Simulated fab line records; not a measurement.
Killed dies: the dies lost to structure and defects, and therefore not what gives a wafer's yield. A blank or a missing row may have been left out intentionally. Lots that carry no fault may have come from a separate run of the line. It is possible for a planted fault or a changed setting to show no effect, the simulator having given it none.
fab line records	flow nand_harc
record: lots: 12	wafers: 36	last_day: 25
route steps=1159 shown A_CHANNEL_HOLE_D1@479 A_CHANNEL_FILL_D1@496 END@1159
lots with no fault: from the same line, run without faults
start_h: the number of hours between the record's first day and the start of the first shown wafer of the lot	wait_h: time in hours since the lot's previous step	" as in the row above	L1.1+2: a row that stands for several wafers	- no value, or no start given	* or withheld: withheld	< > ~ a bound
route shown NAME@n: NAME is a module with steps in the file, n the number in the route of the first one	usual: the fault-free wafers' mean and standard deviation	same: alike in all rows	chamber/n: place in a boat	sites: readings site by site	_std_site: standard deviation of those values	_edge_site: inner sites' mean taken away from outer sites' mean	radius_mm: for every site, how far away it sits from the centre of the wafer	mask NAME#n: copy n	behind: the last tool/chamber to shape the wafer	hold: why the lot was held/for how many hours/how that ended	device: the transistor (n, p or np) that didn't switch	end of line: the same wafers' tests at the end of the route	a step given without rows: its recipe and nothing more	killed: at the first sort, the dies lost to defects and structure; wafer yield is something else	map: a wafer's dies, marking killed ones x, the rest . and places with no die _
set.NAME: the run value of the setting; set.NAME@STEP: its run value at that earlier step	model.NAME: the simulator's own value behind a step, which no gauge read
one table for each step of the route and one row for each wafer, over a sample of lots
services: a tool's chamber out of use, with start hour (start_h, from the record's first day; less than 0 if before it), hours out, and reason
== steps ==
step: NHARC_A_CHANNEL_HOLE_D1_ETCH_33
recipe: bias_v: 400	source_w: 2000	pressure_mtorr: 25	time_s: 90	ar_flow_sccm: 375	c4f8_flow_sccm: 41.7	o2_flow_sccm: 83.3	temp_c: -20	target_depth_a: 4000	chemistry: C4F8/O2/Ar
usual: drypump_motor_current_A: 5.7/0.41	rf_fwd_power_W: 1985/7	showerhead_plenum_p_Torr: 3.75/0.095	throttle_valve_pct: 27.619/0.0088
lot.wafer	tool	chamber	start_h	wait_h	drypump_motor_current_A	rf_fwd_power_W	rf_hours_counter_h	showerhead_plenum_p_Torr	throttle_valve_pct
L141.2	har_etch-01	0	176.60	0.2	5.8	1981	192	3.61	27.619
L141.4	"	0	"	"	5.8	1981	-	3.61	27.616
L141.3	"	1	"	"	6.0	1979	-	3.87	27.613
L143.4	har_etch-02	1	194.74	0.2	6.1	1983	-	3.82	27.620
L143.3	"	0	"	"	5.1	1979	-	3.75	27.609
L143.6	"	0	"	"	5.1	1984	-	3.75	27.618
L145.4	har_etch-02	0	207.42	0.2	5.1	1981	-	3.75	27.617
L145.5	"	0	"	"	5.1	1981	-	3.75	27.617
L145.6	"	1	"	"	6.1	1986	-	3.81	27.617
L146.2	har_etch-01	1	213.56	0.2	6.0	1990	205	3.86	27.626
L146.6	"	0	"	"	5.7	1985	-	3.60	27.621
L146.5	"	1	"	"	6.0	1988	-	3.86	27.612
L148.2	har_etch-02	0	231.97	0.2	5.1	1973	132	3.74	27.604
L148.5	"	1	"	"	6.1	1992	-	3.81	27.614
L148.6	"	0	"	"	5.1	1972	-	3.74	27.626
L150.4	har_etch-01	1	249.68	0.2	6.1	1990	-	3.85	27.619
L150.5	"	1	"	"	6.0	1987	-	3.85	27.624
L150.6	"	0	"	"	5.7	1997	-	3.59	27.607
L151.2	har_etch-01	1	255.72	0.2	6.0	1985	223	3.85	27.616
L151.3	"	1	"	"	6.0	1988	-	3.85	27.599
L151.5	"	1	"	"	6.0	1985	-	3.85	27.608
L153.1	har_etch-02	0	265.16	0.2	5.1	1979	145	3.73	27.623
L153.4	"	0	"	"	5.1	1969	-	3.73	27.599
L153.5	"	0	"	"	5.1	1975	-	3.73	27.620
L160.1	har_etch-01	1	299.47	0.2	6.0	1991	243	3.84	27.619
L160.4	"	0	"	"	5.7	1987	-	3.58	27.618
L160.3	"	1	"	"	6.0	1990	-	3.84	27.626
L162.2	har_etch-02	0	310.03	0.2	5.1	1978	167	3.72	27.611
L162.1	"	1	"	"	6.0	1983	167	3.79	27.630
L162.5	"	0	"	"	5.1	1980	-	3.72	27.618
L161.2	har_etch-02	1	314.20	0.2	6.1	1982	171	3.78	27.617
L161.4	"	0	"	"	5.1	1977	-	3.72	27.620
L161.5	"	1	"	"	6.1	1984	-	3.78	27.604
L163.2	har_etch-02	1	321.70	0.2	6.1	1997	178	3.78	27.622
L163.3	"	0	"	"	5.1	1980	-	3.71	27.620
L163.5	"	0	"	"	5.1	1981	-	3.71	27.633
step: NHARC_A_CHANNEL_HOLE_D1_ETCH_44
recipe: target_depth_a: 1400	overetch_a: 140	time_s: 77	ion_energy_ev: 100	cf4_flow_sccm: 80	o2_flow_sccm: 20	ar_flow_sccm: 0	rf_w: 300	bias_w: 100	chemistry: CF4/O2
usual: drypump_motor_current_A: 5.8/0.32	oes_f_703_au: 0.999/0.0043	oes_product_au: 1.002/0.011	rf_fwd_power_W: 297.5/1.1	rf_vpp_V: 197.8/1.4	showerhead_plenum_p_Torr: 1.34/0.057	throttle_valve_pct: 13.397/0.0092
lot.wafer	tool	chamber	start_h	wait_h	drypump_motor_current_A	oes_f_703_au	oes_product_au	rf_fwd_power_W	rf_hours_counter_h	rf_vpp_V	showerhead_plenum_p_Torr	throttle_valve_pct
L141.4	rie_diel-07	1	177.35	0.1	5.9	0.999	0.992	298.2	11	197.2	1.42	13.394
L141.3	"	3	"	"	5.4	0.999	0.992	297.6	11	197.0	1.30	13.372
L141.2	"	0	"	"	5.3	1.002	1.009	296.6	11	198.0	1.38	13.397
L143.4	rie_diel-07	0	195.43	0.1	5.3	1.000	0.995	297.4	12	198.9	1.38	13.404
L143.3	"	2	"	"	5.7	1.007	0.981	295.8	12	195.9	1.25	13.393
L143.6	"	0	"	"	5.3	0.991	0.994	295.9	-	199.3	1.38	13.378
L145.4	rie_diel-08	2	208.11	0.1	5.8	0.995	0.995	296.9	5	199.7	1.43	13.389
L145.6	"	1	"	"	5.6	0.995	1.010	296.7	-	196.7	1.30	13.394
L145.5	"	2	"	"	5.8	0.999	0.999	297.1	-	200.4	1.43	13.395
L146.2	rie_diel-04	3	214.30	0.1	6.2	1.003	0.987	298.1	6	198.5	1.37	13.399
L146.5	"	0	"	"	6.1	1.004	1.000	298.8	-	197.0	1.37	13.401
L146.6	"	1	"	"	6.3	0.994	1.029	296.0	-	198.4	1.36	13.394
L148.2	rie_diel-04	3	232.68	0.1	6.2	1.000	0.983	299.0	7	199.3	1.37	13.401
L148.5	"	3	"	"	6.2	0.994	0.996	299.3	-	197.5	1.37	13.388
L148.6	"	0	"	"	6.1	0.999	1.005	297.6	-	198.4	1.37	13.397
L150.4	rie_diel-07	1	250.36	0.1	5.9	0.997	0.992	296.5	1	199.4	1.42	13.386
L150.6	"	1	"	"	5.9	1.001	0.986	297.8	-	199.3	1.42	13.400
L150.5	"	2	"	"	5.7	0.994	0.994	298.3	-	195.2	1.25	13.385
L151.3	rie_diel-04	1	256.45	0.1	6.3	0.998	1.029	297.1	9	196.5	1.36	13.402
L151.2	"	2	"	"	6.3	0.998	1.014	297.6	9	198.9	1.34	13.410
L151.5	"	3	"	"	6.2	1.002	0.990	297.4	-	198.7	1.37	13.405
L153.1	rie_diel-04	2	265.91	0.1	6.3	1.014	1.018	297.7	9	198.0	1.34	13.409
L153.4	"	3	"	"	6.2	1.001	0.989	298.1	9	198.6	1.37	13.410
L153.5	"	1	"	"	6.3	0.999	1.017	297.2	-	198.2	1.36	13.403
L160.4	rie_diel-07	2	300.19	0.1	5.7	0.993	0.998	297.2	5	195.8	1.25	13.405
L160.3	"	0	"	"	5.3	1.002	1.009	297.3	5	198.6	1.38	13.411
L160.1	"	1	"	"	5.8	0.995	0.989	298.1	5	199.4	1.42	13.414
L162.2	rie_diel-04	0	310.82	0.1	6.1	0.999	1.011	297.5	1	197.3	1.36	13.397
L162.1	"	3	"	"	6.2	1.004	0.996	296.7	1	198.4	1.37	13.391
L162.5	"	0	"	"	6.1	0.999	1.019	297.5	-	198.4	1.36	13.394
L161.4	rie_diel-07	2	314.95	0.1	5.7	0.999	0.997	296.2	6	196.0	1.25	13.393
L161.2	"	1	"	"	5.9	0.998	0.991	296.5	6	200.8	1.42	13.397
L161.5	"	3	"	"	5.4	1.001	0.999	298.1	-	196.9	1.29	13.414
L163.2	rie_diel-08	2	322.46	0.1	5.8	0.999	0.998	296.5	1	198.5	1.43	13.403
L163.3	"	0	"	"	6.1	1.000	1.005	299.8	1	197.3	1.31	13.383
L163.5	"	1	"	"	5.5	1.003	1.001	296.9	-	194.5	1.30	13.409
step: NHARC_A_CHANNEL_HOLE_D1_CD_MEAS_30
usual: cd_nm: 89.9/1.3
lot.wafer	tool	chamber	start_h	wait_h	cd_nm
L141.2	cd_sem-03	-	178.16	-	89.5
L141.3	"	-	"	"	90.3
L141.4	"	-	"	"	89.9
L143.3	cd_sem-02	-	196.23	-	90.7
L143.4	"	-	"	"	87.6
L143.6	"	-	"	"	88.4
L145.4	cd_sem-03	-	208.90	-	90.3
L145.5	"	-	"	"	89.0
L145.6	"	-	"	"	91.3
L146.2	cd_sem-02	-	215.08	-	90.0
L146.5	"	-	"	"	89.4
L146.6	"	-	"	"	90.8
L148.2	cd_sem-03	-	233.50	-	88.3
L148.5	"	-	"	"	89.4
L148.6	"	-	"	"	88.6
L150.4	cd_sem-01	-	251.17	-	88.9
L150.5	"	-	"	"	88.3
L150.6	"	-	"	"	89.1
L151.2	cd_sem-02	-	257.24	-	89.8
L151.3	"	-	"	"	91.3
L151.5	"	-	"	"	89.2
L153.1	cd_sem-01	-	266.70	-	90.2
L153.4	"	-	"	"	89.8
L153.5	"	-	"	"	90.4
L160.1	cd_sem-01	-	300.98	-	90.2
L160.3	"	-	"	"	88.4
L160.4	"	-	"	"	89.0
L162.1	cd_sem-01	-	311.75	-	88.4
L162.2	"	-	"	"	89.2
L162.5	"	-	"	"	89.3
L161.2	cd_sem-02	-	315.76	-	91.7
L161.4	"	-	"	"	88.2
L161.5	"	-	"	"	90.5
L163.2	cd_sem-01	-	323.25	-	90.2
L163.3	"	-	"	"	90.4
L163.5	"	-	"	"	87.6
step: NHARC_A_CHANNEL_HOLE_D1_INSPECT_40
usual: raw_defect_count: 64/17
lot.wafer	tool	chamber	start_h	wait_h	raw_defect_count
L141.2	defect_inspect-02	-	178.36	-	54
L141.3	"	-	"	"	52
L141.4	"	-	"	"	56
L143.3	defect_inspect-01	-	196.41	-	31
L143.4	"	-	"	"	49
L143.6	"	-	"	"	35
L145.4	defect_inspect-02	-	209.08	-	68
L145.5	"	-	"	"	35
L145.6	"	-	"	"	35
L146.2	defect_inspect-02	-	215.27	-	68
L146.5	"	-	"	"	68
L146.6	"	-	"	"	94
L148.2	defect_inspect-01	-	233.69	-	56
L148.5	"	-	"	"	55
L148.6	"	-	"	"	55
L150.4	defect_inspect-02	-	251.36	-	74
L150.5	"	-	"	"	68
L150.6	"	-	"	"	77
L151.2	defect_inspect-01	-	257.43	-	67
L151.3	"	-	"	"	63
L151.5	"	-	"	"	49
L153.1	defect_inspect-02	-	266.89	-	49
L153.4	"	-	"	"	52
L153.5	"	-	"	"	69
L160.1	defect_inspect-01	-	301.16	-	82
L160.3	"	-	"	"	75
L160.4	"	-	"	"	1154
L162.1	defect_inspect-01	-	311.93	-	67
L162.2	"	-	"	"	54
L162.5	"	-	"	"	57
L161.2	defect_inspect-01	-	315.96	-	47
L161.4	"	-	"	"	1160
L161.5	"	-	"	"	57
L163.2	defect_inspect-01	-	323.44	-	91
L163.3	"	-	"	"	83
L163.5	"	-	"	"	105
step: NHARC_A_CHANNEL_FILL_D1_ALD_16
recipe: target_thk_a: 15	pulse_time_s: 10	ald_cycles: 15	temp_c: 300	material: SiO2
usual: heater_power_w: 477/42	precursor_pulse_height_rel: 1.001/0.02
lot.wafer	tool	chamber	start_h	wait_h	heater_power_w	precursor_pulse_height_rel
L141.2	ald_hk-02	0	192.77	0.9	471	1.007
L141.3	"	1	"	"	452	1.005
L141.4	"	2	"	"	477	1.000
L143.3	ald_hk-03	2	210.20	0.0	534	1.007
L143.4	"	0	"	"	458	1.013
L143.6	"	2	"	"	536	0.999
L145.4	ald_hk-04	2	221.53	0.1	430	1.027
L145.6	"	1	"	"	413	1.017
L145.5	"	2	"	"	424	1.033
L146.2	ald_hk-02	3	227.55	0.1	507	1.001
L146.5	"	0	"	"	463	0.982
L146.6	"	1	"	"	465	1.017
L148.2	ald_hk-03	3	245.33	0.1	527	1.037
L148.5	"	0	"	"	465	1.022
L148.6	"	1	"	"	502	1.018
L150.4	ald_hk-04	1	263.83	0.1	417	1.004
L150.6	"	3	"	"	441	1.021
L150.5	"	0	"	"	520	0.993
L151.2	ald_hk-04	2	270.03	0.3	438	1.001
L151.3	"	3	"	"	444	1.000
L151.5	"	0	"	"	529	0.975
L153.1	ald_hk-02	1	279.01	0.0	461	1.032
L153.4	"	3	"	"	496	0.983
L153.5	"	2	"	"	476	1.019
L160.1	ald_hk-03	3	313.58	0.0	519	1.000
L160.3	"	0	"	"	450	0.992
L160.4	"	2	"	"	535	1.023
L162.1	ald_hk-02	3	326.43	2.2	502	1.010
L162.2	"	1	"	"	463	0.991
L162.5	"	0	"	"	444	0.984
L161.4	ald_hk-02	1	328.40	0.1	455	0.980
L161.2	"	2	"	"	480	0.989
L161.5	"	0	"	"	459	1.015
L163.2	ald_hk-03	0	340.12	2.0	478	1.013
L163.3	"	1	"	"	490	1.010
L163.5	"	0	"	"	460	1.018
step: NHARC_END_SORT_01
recipe: temp_c: 25
usual: killed_at_array: 25/9.7	killed_at_other: 0.7/0.87	killed_at_periphery: 3.3/2.3	killed_dies: 29/11	killed_open: 3.6/2.1	killed_short: 2.3/1.7
same: gross_dies: 677
lot.wafer	tool	chamber	start_h	wait_h	killed_at_array	killed_at_other	killed_at_periphery	killed_dies	killed_open	killed_short
L141.2	prober-02	0	443.03	2.8	29	1	3	33	3	2
L141.3	prober-02	0	443.83	3.1	25	2	5	32	5	4
L141.4	prober-02	0	444.64	3.4	28	1	4	33	3	5
L143.3	prober-01	0	443.81	3.1	7	1	1	9	2	0
L143.4	prober-01	0	444.60	3.4	11	1	1	13	5	0
L143.6	prober-01	0	446.17	3.9	13	1	2	16	3	2
L146.2	prober-01	0	461.63	2.8	27	0	1	28	8	4
L146.5	prober-01	0	464.07	3.7	13	0	3	16	3	0
L146.6	prober-01	0	464.88	4.1	17	0	0	17	1	2
L145.4	prober-02	0	463.26	3.4	6	0	3	9	1	1
L145.5	prober-02	0	464.07	3.7	12	0	2	14	4	2
L145.6	prober-02	0	464.88	4.0	6	0	4	10	2	1
L148.2	prober-01	0	494.71	2.8	28	0	7	35	1	5
L148.5	prober-01	0	497.12	3.7	22	0	7	29	4	1
L148.6	prober-01	0	497.92	4.0	21	0	5	26	3	5
L150.4	prober-02	0	496.36	3.4	30	1	5	36	1	4
L150.5	prober-02	0	497.16	3.7	30	1	12	43	5	3
L150.6	prober-02	0	497.96	4.0	36	2	10	48	3	2
L153.1	prober-02	0	514.41	2.5	38	0	4	42	6	4
L153.4	prober-02	0	516.84	3.4	32	1	3	36	6	2
L153.5	prober-02	0	517.65	3.7	25	0	5	30	4	2
L151.2	prober-02	0	523.12	2.8	19	0	3	22	3	2
L151.3	prober-02	0	523.93	3.1	23	0	4	27	3	2
L151.5	prober-02	0	525.55	3.7	22	0	4	26	1	4
L160.1	prober-02	0	563.07	2.5	43	0	7	50	6	4
L160.3	prober-02	0	564.68	3.1	45	3	1	49	3	2
L160.4	prober-02	0	565.48	3.4	137	2	1	140	4	4
L162.1	prober-01	0	582.56	2.5	17	2	3	22	5	4
L162.2	prober-01	0	583.35	2.8	27	0	2	29	3	2
L162.5	prober-01	0	585.72	3.7	13	0	3	16	0	5
L161.2	prober-02	0	583.39	2.8	39	0	0	39	4	1
L161.4	prober-02	0	584.97	3.4	138	0	0	138	3	3
L161.5	prober-02	0	585.77	3.7	44	1	3	48	6	0
L163.2	prober-01	0	591.14	2.8	34	1	3	38	1	4
L163.3	prober-01	0	591.93	3.1	45	0	6	51	2	2
L163.5	prober-01	0	593.53	3.7	36	1	4	41	3	3
killed by level:class
L141.2 A_CHANNEL_HOLE_D1:chamber_film_flake=10 A_SLIT:chamber_film_flake=8 A_STAIRCASE:chamber_film_flake=4 A_CONTACT:chamber_film_flake=3 A_SGD_CUT:geometric_particle:open=2 P_ZERO_WELL:chamber_film_flake=2 P_CONTACT:geometric_particle:short=1 A_WL_FILL:geometric_particle:open=1
L143.3 A_CHANNEL_HOLE_D1:chamber_film_flake=3 P_CONTACT:geometric_particle:open=1 A_WL_FILL:geometric_particle:open=1 A_CONTACT:chamber_film_flake=1 A_STAIRCASE:chamber_film_flake=1 A_SLIT:chamber_film_flake=1 THIN_TSV:chamber_film_flake=1
L141.3 A_SLIT:chamber_film_flake=10 A_CHANNEL_HOLE_D1:chamber_film_flake=7 A_WL_FILL:geometric_particle:short=2 P_ZERO_WELL:chamber_film_flake=2 STARTING-WAFER:geometric_particle:open=2 A_STAIRCASE:chamber_film_flake=2 A_CONTACT:chamber_film_flake=2 P_CONTACT:geometric_particle:short=1
L143.4 A_STAIRCASE:chamber_film_flake=4 A_M0:geometric_particle:open=2 A_CONTACT:chamber_film_flake=2 P_CONTACT:geometric_particle:open=1 A_CHANNEL_FILL_D1:geometric_particle:open=1 A_WL_FILL:geometric_particle:open=1 A_CHANNEL_HOLE_D1:chamber_film_flake=1 THIN_TSV:chamber_film_flake=1
L141.4 A_CHANNEL_HOLE_D1:chamber_film_flake=11 A_SLIT:chamber_film_flake=7 A_CONTACT:chamber_film_flake=4 A_CHANNEL_FILL_D1:geometric_particle:short=2 P_ZERO_WELL:chamber_film_flake=2 P_CONTACT:geometric_particle:open=1 P_M0:geometric_particle:open=1 A_CHANNEL_HOLE_D1:geometric_particle:short=1
L143.6 A_CONTACT:chamber_film_flake=7 A_CHANNEL_HOLE_D1:chamber_film_flake=2 P_STI:geometric_particle:open=1 P_CONTACT:geometric_particle:open=1 A_WL_FILL:geometric_particle:short=1 A_CONTACT:geometric_particle:open=1 A_BONDPAD:geometric_particle:short=1 A_STAIRCASE:chamber_film_flake=1
L146.2 A_CHANNEL_HOLE_D1:chamber_film_flake=12 A_CHANNEL_FILL_D1:geometric_particle:open=3 A_CONTACT:geometric_particle:open=2 A_CONTACT:chamber_film_flake=2 P_CONTACT:geometric_particle:short=1 A_ONON_D1:geometric_particle:short=1 A_CHANNEL_FILL_D1:geometric_particle:short=1 A_SGD_CUT:geometric_particle:open=1
L145.4 A_CHANNEL_HOLE_D1:chamber_film_flake=3 P_M0:geometric_particle:open=1 A_SLIT:geometric_particle:short=1 P_ZERO_WELL:chamber_film_flake=1 P_BONDPAD:chamber_film_flake=1 A_STAIRCASE:chamber_film_flake=1 A_SLIT:chamber_film_flake=1
L146.5 A_CHANNEL_HOLE_D1:chamber_film_flake=9 A_M0:geometric_particle:open=2 P_STI:geometric_particle:open=1 P_STI:chamber_film_flake=1 P_BONDPAD:chamber_film_flake=1 A_STAIRCASE:chamber_film_flake=1 A_CONTACT:chamber_film_flake=1
L145.5 A_CHANNEL_HOLE_D1:chamber_film_flake=3 P_BONDPAD:chamber_film_flake=2 A_SOURCE_PLATE:geometric_particle:short=1 A_CHANNEL_FILL_D1:geometric_particle:open=1 A_WL_FILL:geometric_particle:short=1 A_CONTACT:geometric_particle:open=1 A_BLC:geometric_particle:open=1 A_M1:geometric_particle:open=1
L146.6 A_CHANNEL_HOLE_D1:chamber_film_flake=10 A_CONTACT:chamber_film_flake=2 A_ONON_D1:geometric_particle:short=1 A_CHANNEL_FILL_D1:geometric_particle:open=1 A_SGD_CUT:geometric_particle:short=1 A_CHANNEL_FILL_D1:chamber_film_flake=1 A_STAIRCASE:chamber_film_flake=1
L145.6 P_BONDPAD:chamber_film_flake=2 A_CHANNEL_HOLE_D1:chamber_film_flake=2 A_CONTACT:chamber_film_flake=2 P_M0:geometric_particle:open=1 P_M2:geometric_particle:open=1 A_WL_FILL:geometric_particle:short=1 A_WL_FILL:chamber_film_flake=1
L148.2 A_CONTACT:chamber_film_flake=9 A_BONDPAD:chamber_film_flake=5 A_STAIRCASE:chamber_film_flake=4 P_ZERO_WELL:chamber_film_flake=3 P_GATE:chamber_film_flake=3 A_SOURCE_PLATE:geometric_particle:short=2 A_CHANNEL_HOLE_D1:chamber_film_flake=2 A_SLIT:chamber_film_flake=2
L150.4 A_CHANNEL_HOLE_D1:chamber_film_flake=13 A_SLIT:chamber_film_flake=8 A_ONON_D1:geometric_particle:short=2 P_GATE:chamber_film_flake=2 P_CONTACT:chamber_film_flake=2 A_WL_FILL:chamber_film_flake=2 A_BONDPAD:chamber_film_flake=2 A_WL_FILL:geometric_particle:short=1
L148.5 A_CONTACT:chamber_film_flake=7 A_CHANNEL_HOLE_D1:chamber_film_flake=5 A_WL_FILL:geometric_particle:open=3 P_GATE:chamber_film_flake=3 A_WL_FILL:chamber_film_flake=3 P_ZERO_WELL:chamber_film_flake=2 A_BONDPAD:chamber_film_flake=2 P_CONTACT:geometric_particle:open=1
L150.5 A_SLIT:chamber_film_flake=13 A_CHANNEL_HOLE_D1:chamber_film_flake=8 P_CONTACT:chamber_film_flake=6 P_M0:geometric_particle:open=2 P_M2:chamber_film_flake=2 A_CONTACT:chamber_film_flake=2 P_STI:geometric_particle:short=1 A_ONON_D1:geometric_particle:open=1
L148.6 A_CONTACT:chamber_film_flake=3 P_GATE:chamber_film_flake=3 A_CHANNEL_HOLE_D1:chamber_film_flake=3 A_SLIT:chamber_film_flake=3 A_BONDPAD:chamber_film_flake=3 A_CONTACT:geometric_particle:open=2 P_M0:geometric_particle:open=1 A_SOURCE_PLATE:geometric_particle:short=1
L150.6 A_CHANNEL_HOLE_D1:chamber_film_flake=14 A_SLIT:chamber_film_flake=12 P_CONTACT:chamber_film_flake=6 A_CONTACT:chamber_film_flake=3 A_STAIRCASE:chamber_film_flake=3 THIN_TSV:chamber_film_flake=2 P_M0:geometric_particle:short=1 P_M0:geometric_particle:open=1
L153.1 A_SLIT:chamber_film_flake=17 A_STAIRCASE:chamber_film_flake=6 A_CHANNEL_HOLE_D1:chamber_film_flake=5 A_CONTACT:chamber_film_flake=3 P_GATE:geometric_particle:open=1 P_M0:geometric_particle:short=1 P_M0:geometric_particle:open=1 A_ONON_D1:geometric_particle:short=1
L153.4 A_SLIT:chamber_film_flake=8 A_CHANNEL_HOLE_D1:chamber_film_flake=6 A_STAIRCASE:chamber_film_flake=6 A_CONTACT:chamber_film_flake=4 A_M0:geometric_particle:open=3 P_BONDPAD:chamber_film_flake=2 P_M0:geometric_particle:open=1 A_WL_FILL:geometric_particle:short=1
L153.5 A_SLIT:chamber_film_flake=15 A_CHANNEL_HOLE_D1:chamber_film_flake=4 A_CONTACT:chamber_film_flake=2 P_GATE:geometric_particle:open=1 P_CONTACT:geometric_particle:open=1 P_M0:geometric_particle:short=1 A_ONON_D1:geometric_particle:open=1 A_WL_FILL:geometric_particle:short=1
L151.2 A_CHANNEL_HOLE_D1:chamber_film_flake=9 A_CONTACT:chamber_film_flake=4 A_STAIRCASE:chamber_film_flake=2 P_M0:geometric_particle:short=1 P_M1:geometric_particle:open=1 A_CHANNEL_FILL_D1:geometric_particle:short=1 A_CONTACT:geometric_particle:open=1 A_BLC:geometric_particle:open=1
L151.3 A_CHANNEL_HOLE_D1:chamber_film_flake=9 A_CONTACT:chamber_film_flake=7 A_STAIRCASE:chamber_film_flake=3 A_BLC:geometric_particle:open=2 P_GATE:chamber_film_flake=2 P_ZERO_WELL:geometric_particle:short=1 P_M0:geometric_particle:open=1 A_M0:geometric_particle:short=1
L151.5 A_CHANNEL_HOLE_D1:chamber_film_flake=11 P_GATE:chamber_film_flake=4 A_STAIRCASE:chamber_film_flake=4 A_CHANNEL_FILL_D1:geometric_particle:short=2 A_CONTACT:chamber_film_flake=2 A_SOURCE_PLATE:geometric_particle:short=1 A_M0:geometric_particle:open=1 A_M0:geometric_particle:short=1
L160.1 A_SLIT:chamber_film_flake=18 A_CHANNEL_HOLE_D1:chamber_film_flake=13 A_CONTACT:chamber_film_flake=5 P_M1:chamber_film_flake=3 A_CONTACT:geometric_particle:open=2 P_CONTACT:geometric_particle:short=1 P_CONTACT:geometric_particle:open=1 P_M0:geometric_particle:open=1
L160.3 A_SLIT:chamber_film_flake=21 A_CHANNEL_HOLE_D1:chamber_film_flake=13 A_WL_FILL:geometric_particle:open=2 A_CHANNEL_FILL_D1:chamber_film_flake=2 A_STAIRCASE:chamber_film_flake=2 A_CONTACT:chamber_film_flake=2 THIN_TSV:chamber_film_flake=2 A_CHANNEL_FILL_D1:geometric_particle:short=1
L160.4 A_CHANNEL_HOLE_D1:unspecified=94 A_CHANNEL_HOLE_D1:chamber_film_flake=16 A_SLIT:chamber_film_flake=14 A_STAIRCASE:chamber_film_flake=3 A_ONON_D1:geometric_particle:short=2 THIN_TSV:chamber_film_flake=2 A_CHANNEL_HOLE_D1:geometric_particle:short=1 A_CHANNEL_FILL_D1:geometric_particle:open=1
L162.1 A_CHANNEL_HOLE_D1:chamber_film_flake=6 A_CHANNEL_FILL_D1:chamber_film_flake=2 P_M0:geometric_particle:open=1 P_M0:geometric_particle:short=1 A_SOURCE_PLATE:geometric_particle:open=1 A_ONON_D1:geometric_particle:open=1 A_CHANNEL_FILL_D1:geometric_particle:short=1 A_CHANNEL_FILL_D1:geometric_particle:open=1
L162.2 A_CHANNEL_HOLE_D1:chamber_film_flake=10 A_CONTACT:chamber_film_flake=6 A_STAIRCASE:chamber_film_flake=4 A_SLIT:chamber_film_flake=2 P_M1:geometric_particle:open=1 A_SGD_CUT:geometric_particle:short=1 A_WL_FILL:geometric_particle:short=1 A_WL_FILL:geometric_particle:open=1
L161.2 A_SLIT:chamber_film_flake=18 A_CHANNEL_HOLE_D1:chamber_film_flake=6 A_CONTACT:chamber_film_flake=4 A_STAIRCASE:chamber_film_flake=3 A_CHANNEL_FILL_D1:geometric_particle:open=2 A_BLC:chamber_film_flake=2 A_ONON_D1:geometric_particle:short=1 A_BLC:geometric_particle:open=1
L161.4 A_CHANNEL_HOLE_D1:unspecified=98 A_SLIT:chamber_film_flake=20 A_CHANNEL_HOLE_D1:chamber_film_flake=4 A_CONTACT:chamber_film_flake=3 A_BLC:chamber_film_flake=3 A_CONTACT:geometric_particle:open=2 A_ZERO_WELL:chamber_film_flake=2 A_WL_FILL:chamber_film_flake=2
L162.5 A_CONTACT:chamber_film_flake=5 A_STAIRCASE:chamber_film_flake=3 A_WL_FILL:geometric_particle:short=2 A_CHANNEL_HOLE_D1:chamber_film_flake=2 P_GATE:geometric_particle:short=1 P_CONTACT:geometric_particle:short=1 A_CHANNEL_FILL_D1:geometric_particle:short=1 P_STI:chamber_film_flake=1
L161.5 A_SLIT:chamber_film_flake=16 A_CHANNEL_HOLE_D1:chamber_film_flake=8 A_STAIRCASE:chamber_film_flake=7 P_STI:chamber_film_flake=3 A_CONTACT:geometric_particle:open=2 A_WL_FILL:chamber_film_flake=2 A_CONTACT:chamber_film_flake=2 A_BLC:chamber_film_flake=2
L163.2 A_CHANNEL_HOLE_D1:chamber_film_flake=11 A_SLIT:chamber_film_flake=11 A_CONTACT:chamber_film_flake=6 A_SOURCE_PLATE:geometric_particle:short=2 P_M2:chamber_film_flake=2 P_STI:geometric_particle:short=1 A_WL_FILL:geometric_particle:short=1 A_CONTACT:geometric_particle:open=1
L163.3 A_CHANNEL_HOLE_D1:chamber_film_flake=17 A_SLIT:chamber_film_flake=15 A_CONTACT:chamber_film_flake=7 P_M2:chamber_film_flake=4 P_CONTACT:geometric_particle:short=1 P_CONTACT:geometric_particle:open=1 A_CHANNEL_FILL_D1:geometric_particle:open=1 A_WL_FILL:geometric_particle:short=1
L163.5 A_CHANNEL_HOLE_D1:chamber_film_flake=15 A_SLIT:chamber_film_flake=13 A_CONTACT:chamber_film_flake=3 P_GATE:geometric_particle:open=1 P_CONTACT:geometric_particle:short=1 A_ONON_D1:geometric_particle:short=1 A_CHANNEL_FILL_D1:geometric_particle:short=1 A_CONTACT:geometric_particle:open=1
== services ==
tool	chamber	start_h	hours	kind
rie_diel-07	0	158.20	-	clean
rie_diel-07	1	158.20	-	clean
rie_diel-07	2	158.20	-	clean
rie_diel-07	3	158.20	-	clean
rie_diel-04	0	170.06	-	clean
rie_diel-04	1	170.06	-	clean
rie_diel-04	2	170.06	-	clean
rie_diel-04	3	170.06	-	clean
rie_diel-08	3	174.32	3.6	repair
rie_diel-08	1	175.28	5.2	repair
rie_diel-04	3	182.07	5.7	repair
rie_diel-08	3	186.98	3.7	repair
ald_hk-04	-	188.73	10.0	pm
rie_diel-04	0	197.17	15.3	repair
rie_diel-04	2	199.22	7.9	repair
har_etch-01	-	202.43	2.6	repair
rie_diel-07	-	228.20	9.0	pm
rie_diel-04	-	288.92	9.0	pm
rie_diel-08	1	289.45	9.2	repair
rie_diel-07	-	290.84	0.3	repair
rie_diel-08	-	301.82	9.0	pm
har_etch-01	-	305.00	17.0	pm
rie_diel-04	2	310.00	5.4	repair
rie_diel-08	2	326.84	4.0	repair
== key ==
first_sign: step: NHARC_A_CHANNEL_HOLE_D1_INSPECT_40	reading: raw_defect_count	direction: up	sigmas: 65	usual: 64	struck: 1157
effect: step: NHARC_END_SORT_01	reading: killed_at_array	direction: up	sigmas: 12	usual: 25	struck: 138
more_kills_born_at: NHARC_A_CHANNEL_HOLE_D1_ETCH_44@rie_diel-07: 191
met_at NHARC_A_CHANNEL_HOLE_D1_ETCH_44
struck_lots L160,L161
struck_wafers L160.4,L161.4
tester_left_out L160,L161
not_acting_at NHARC_A_CHANNEL_HOLE_D1_ETCH_33,NHARC_A_CHANNEL_HOLE_D1_CD_MEAS_30,NHARC_A_CHANNEL_FILL_D1_ALD_16
onset_between 250.36 300.19
fault: kind: chamber_particle_source	tool: rie_diel-07	chamber: 2	onset_h: 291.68	steps: NHARC_A_CHANNEL_HOLE_D1_ETCH_44	rate_per_visit_cm2: 1.683	end_h: 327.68
tester_left_out: of these lots the tester's yield and bins aren't shown, on N5 and GAA mostly nor the transistor test; their killed dies are dies lost to structure and defects alone, not to doping, threshold or leakage, so they don't give the yield
